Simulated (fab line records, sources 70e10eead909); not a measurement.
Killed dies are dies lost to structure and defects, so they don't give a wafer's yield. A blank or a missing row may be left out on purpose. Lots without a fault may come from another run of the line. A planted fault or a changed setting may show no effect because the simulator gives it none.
A struck lot beside a sound one | flow nand_harc | 15 steps out of a route of 1302
Sound: wafers L773.2, L773.3, L773.5. Struck: wafers L765.2, L765.3, L765.4. The cause comes at the end.
At each step with rows: each side's tool, then ch and its chambers, then its first start. Under that, the readings that differ: sound wafers | struck wafers | difference of the means | sigmas: that difference in standard deviations of wafers without a fault.
alike: readings whose means differ by less than 2 such deviations, and words and numbers that are the same on both sides. not compared: withheld readings, readings that some wafer has no value for, bounds like >300 that may hide the same value, and numbers for which the record gives no deviation and whose values overlap.
The two part at a step that has a row with sigmas, a row that says differs or no value, or rows on one side only. Numbers that don't overlap but have no deviation are shown without sigmas and don't part them. A reading that every wafer of one side lacks parts them only if that side has two wafers or more.

NHARC_A_CHANNEL_HOLE_D1_XSEM_31:
  sound on xsem-01 ch 0, day 17 19:01; struck on xsem-02 ch 0, day 14 17:10
  alike: bot_cd_nm, bow_nm, tilt_deg
NHARC_A_CHANNEL_HOLE_D1_INSPECT_40:
  sound on defect_inspect-01, day 17 19:06; struck on defect_inspect-02, day 14 17:16
  alike: raw_defect_count
then, 2 steps without rows for these wafers: NHARC_A_CHANNEL_FILL_D1_PRECLEAN_00 (cleans in SC1); NHARC_A_CHANNEL_FILL_D1_SRD_01.
NHARC_A_CHANNEL_FILL_D1_ALD_02: deposits SiO2, target thk 6 nm, pulse time 10 s, ald cycles 60.
  sound on ald_hk-02 ch 0,2,3, day 17 19:22; struck on ald_hk-01 ch 0,1,2, day 14 18:01
  alike: heater_power_w, precursor_pulse_height_rel
NHARC_A_CHANNEL_FILL_D1_ALD_03: deposits SiNx, target thk 6 nm, pulse time 60 s, ald cycles 58.
  sound on ald_sin_batch-03 ch 0; struck on ald_sin_batch-01 ch 0
  alike: precursor_pulse_height_rel
then, 5 steps without rows for these wafers: NHARC_A_CHANNEL_FILL_D1_ALD_14 (deposits SiO2, target thk 2.5 nm, pulse time 10 s, ald cycles 25); NHARC_A_CHANNEL_FILL_D1_ALD_15 (deposits SiNx, target thk 2 nm, pulse time 60 s, ald cycles 19); NHARC_A_CHANNEL_FILL_D1_ALD_16 (deposits SiO2, target thk 1.5 nm, pulse time 10 s, ald cycles 15); NHARC_A_CHANNEL_FILL_D1_ANNEAL_17 (time 1800 s); NHARC_A_CHANNEL_FILL_D1_CVD_18 (deposits poly-Si, target thk 3 nm).
NHARC_A_CHANNEL_FILL_D1_ETCHBACK_19: etches the open film in HBr/Cl2, target depth 5 nm, time 1.7 s.
  sound on rie_si-02 ch 0,1,3, day 18 19:23; struck on rie_si-02 ch 0,2,3, day 15 18:22
  alike: bias_w, chamber_pressure_mTorr, drypump_motor_current_A, oes_product_au, throttle_valve_pct
  not compared: rf_hours_counter_h
NHARC_A_CHANNEL_FILL_D1_ETCHBACK_20: etches the open film in C4F8/O2/Ar, target depth 27 nm, time 13.5 s.
  sound on rie_diel-03 ch 0,1,2, day 18 19:32; struck on rie_diel-06 ch 0,1,3, day 15 18:29
  no value came back on the struck wafers for bias_w (W), chamber_pressure_mTorr (mTorr), oes_product_au (a.u.), rf_vpp_V (V); on the sound wafers bias_w (W) reads 1507 1496 1501
  not compared: rf_hours_counter_h
NHARC_A_CHANNEL_FILL_D1_STRIP_28: strips in O2, time 20 s.
  sound on rie_diel-03 ch 1,2,3, day 18 19:37; struck on rie_diel-06 ch 0,1,3, day 15 18:34
  alike: drypump_motor_current_A, o2_flow_sccm, oes_product_au, rf_vpp_V, showerhead_plenum_p_Torr, throttle_valve_pct
  not compared: rf_hours_counter_h
-- the record jumps here: 14 days lie between the struck wafers' starts before and after (it left off in module A_CHANNEL_FILL_D1 and takes up again in module END, whose first step shown is number 1302 of the route) --
NHARC_END_SORT_01:
  the record has rows for the struck wafers here (prober-02 ch 0, day 29 21:57) and none for the sound ones

WHERE THEY PART
First at NHARC_A_CHANNEL_FILL_D1_ETCHBACK_20; last, within this record, at NHARC_END_SORT_01.

WHY: what the simulator had put in
Skipped step whole: rie_diel-06, from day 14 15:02 on, at NHARC_A_CHANNEL_FILL_D1_ETCHBACK_20. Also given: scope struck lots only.
